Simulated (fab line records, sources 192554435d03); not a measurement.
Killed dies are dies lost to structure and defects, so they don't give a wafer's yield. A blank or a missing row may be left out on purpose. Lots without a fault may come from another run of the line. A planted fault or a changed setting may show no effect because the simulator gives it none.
A struck lot beside a sound one | flow n5_finfet | 39 steps out of a route of 1938
Sound: wafers L253.1, L253.2, L253.4. Struck: wafers L255.1, L255.2, L255.3. The cause comes at the end.
At each step with rows: each side's tool, then ch and its chambers, then its first start. Under that, the readings that differ: sound wafers | struck wafers | difference of the means | sigmas: that difference in standard deviations of wafers without a fault.
alike: readings whose means differ by less than 2 such deviations, and words and numbers that are the same on both sides. not compared: withheld readings, readings that some wafer has no value for, bounds like >300 that may hide the same value, and numbers for which the record gives no deviation and whose values overlap.
The two part at a step that has a row with sigmas, a row that says differs or no value, or rows on one side only. Numbers that don't overlap but have no deviation are shown without sigmas and don't part them. A reading that every wafer of one side lacks parts them only if that side has two wafers or more.

first, 10 steps without rows for these wafers: N5_FIN_CUT_STRIP_22 (strips in N2/H2); N5_FIN_CUT_PRECLEAN_36 (cleans in O3/DIW, time 60 s); N5_FIN_CUT_SRD_32 (time 30 s); N5_FIN_CUT_UV_OZONE_34 (time 120 s); N5_STI_FIN_REVEAL_ALD_00 (deposits SiO2, target thk 1 nm, pulse time 1 s); N5_STI_FIN_REVEAL_ALD_14 (deposits Si3N4, target thk 3 nm); N5_STI_FIN_REVEAL_FCVD_FILL_01 (material SiO2 flowable, target thk 312 nm, time 512.2 s); N5_STI_FIN_REVEAL_DENSIFY_02 (time 1800 s); N5_STI_FIN_REVEAL_CMP_04 (polishes, stops on Si3N4, t overpolish 4 s, target thk 131.83 nm); N5_STI_FIN_REVEAL_DENSIFY_30.
N5_STI_FIN_REVEAL_ETCHBACK_08: etches SiO2 in C4F6/O2, target depth 30.5 nm, time 10.167 s.
  sound on rie_diel-03 ch 0,2,3, day 5 06:31; struck on rie_diel-03 ch 0,1,3, day 5 15:50
  alike: drypump_motor_current_A, oes_product_au, rf_vpp_V, showerhead_plenum_p_Torr, throttle_valve_pct
  not compared: rf_hours_counter_h
then, 16 steps without rows for these wafers: N5_STI_FIN_REVEAL_STRIP_24 (strips in N2/H2, time 90 s); N5_STI_FIN_REVEAL_PRECLEAN_25 (cleans in SPM, time 90 s); N5_STI_FIN_REVEAL_PRECLEAN_26 (cleans in SC1, time 45 s); N5_STI_FIN_REVEAL_PRECLEAN_29 (cleans in DHF, time 30 s); N5_STI_FIN_REVEAL_SRD_12 (time 30 s); N5_STI_FIN_REVEAL_RECESS_09 (chemistry HF/NH3, target SiO2, afs cycles 11, target depth 42.5 nm, sublimation time 60 s); N5_STI_FIN_REVEAL_STRIP_16 (strips SiNx in H3PO4, target depth 23.8 nm); N5_STI_FIN_REVEAL_PRECLEAN_17 (cleans in NF3:NH3, afs cycles 1, time 20 s, sublimation time 60 s); N5_STI_FIN_REVEAL_ETCH_34 (etches Si in H2, material Si, target depth 0.97 nm); N5_STI_FIN_REVEAL_OXIDATION_31 (chemistry O2 PLASMA REMOTE, time 20 s); N5_STI_FIN_REVEAL_PRECLEAN_32 (cleans in NF3:NH3, afs cycles 1, time 20 s, sublimation time 60 s); N5_STI_FIN_REVEAL_STRIP_35 (strips Si3N4 in H3PO4, target depth 4 nm, time 39 s); N5_STI_FIN_REVEAL_SRD_21 (time 30 s); N5_STI_FIN_REVEAL_OXIDATION_33 (chemistry O2 PLASMA REMOTE, time 20 s); N5_STI_FIN_REVEAL_CLEAN_19 (cleans in O3/DIW, time 120 s); N5_STI_FIN_REVEAL_SRD_23 (time 30 s).
N5_STI_FIN_REVEAL_FIN_H_MEAS_10:
  sound on ocd-02, day 5 09:28; struck on ocd-01, day 5 19:02
  reading              | sound          | struck         | difference | sigmas
  trench_depth_nm (nm) | 52.2 53.2 53.4 | 42.9 44.2 41.3 | -10.1      | -10
then, 9 steps without rows for these wafers: N5_STI_FIN_REVEAL_PRECLEAN_18 (cleans in SC2, time 45 s); N5_STI_FIN_REVEAL_SRD_28 (time 30 s); N5_DUMMY_GATE_PRECLEAN_00 (cleans in O3/DIW, time 60 s); N5_DUMMY_GATE_SRD_01 (time 30 s); N5_DUMMY_GATE_ALD_02 (deposits SiO2, target thk 2 nm, pulse time 1 s); N5_DUMMY_GATE_CVD_03 (deposits a-Si from SiH4, target thk 150 nm, time 8042 s); N5_DUMMY_GATE_PRECLEAN_46 (cleans in DIW, time 89.5 s); N5_DUMMY_GATE_SRD_47 (dry time 32 s); N5_DUMMY_GATE_CMP_04 (polishes a-Si).
-- the record jumps here: 7 days lie between the struck wafers' starts before and after (it left off in module DUMMY_GATE and takes up again in module BEOL_M4, whose first step shown is number 1111 of the route) --
N5_BEOL_M4_RC_MEAS_101:
  sound on prober-01 ch 0, day 12 11:34; struck on prober-02 ch 0, day 12 20:25
  not compared: DIBL_N, DIBL_P, IOFF_N, IOFF_N_85C, IOFF_N_LIN, IOFF_P, IOFF_P_85C, IOFF_P_LIN, ION_N, ION_P, SS_N, SS_P, VT_N, VT_P
-- the record jumps here: 5 days lie between the struck wafers' starts before and after (it left off in module BEOL_M4 and takes up again in module PASSIVATION, whose first step shown is number 1936 of the route) --
N5_PASSIVATION_PROBE_49:
  sound on prober-02, day 17 01:08; struck on prober-02, day 17 14:37
  reading                | sound          | struck   | difference | sigmas
  sort_bin_4_leakage (%) | 0 0 0          | 93 93 93 | +93        | +26
  sort_n_pass            | 1098 1093 1106 | 0 0 0    | -1099      | -21
  sort_yield_pct (%)     | 93 93 94       | 0 0 0    | -93        | -21
  alike: defect_limited_yield, killed_at_M0_to_M3, killed_at_M4_up, killed_at_contacts, killed_at_front_end, killed_at_other, killed_dies, killed_open, killed_short, sort_bin_5_function, sort_bin_6_memory

WHERE THEY PART
First at N5_STI_FIN_REVEAL_FIN_H_MEAS_10; last, within this record, at N5_PASSIVATION_PROBE_49.

WHY: what the simulator had put in
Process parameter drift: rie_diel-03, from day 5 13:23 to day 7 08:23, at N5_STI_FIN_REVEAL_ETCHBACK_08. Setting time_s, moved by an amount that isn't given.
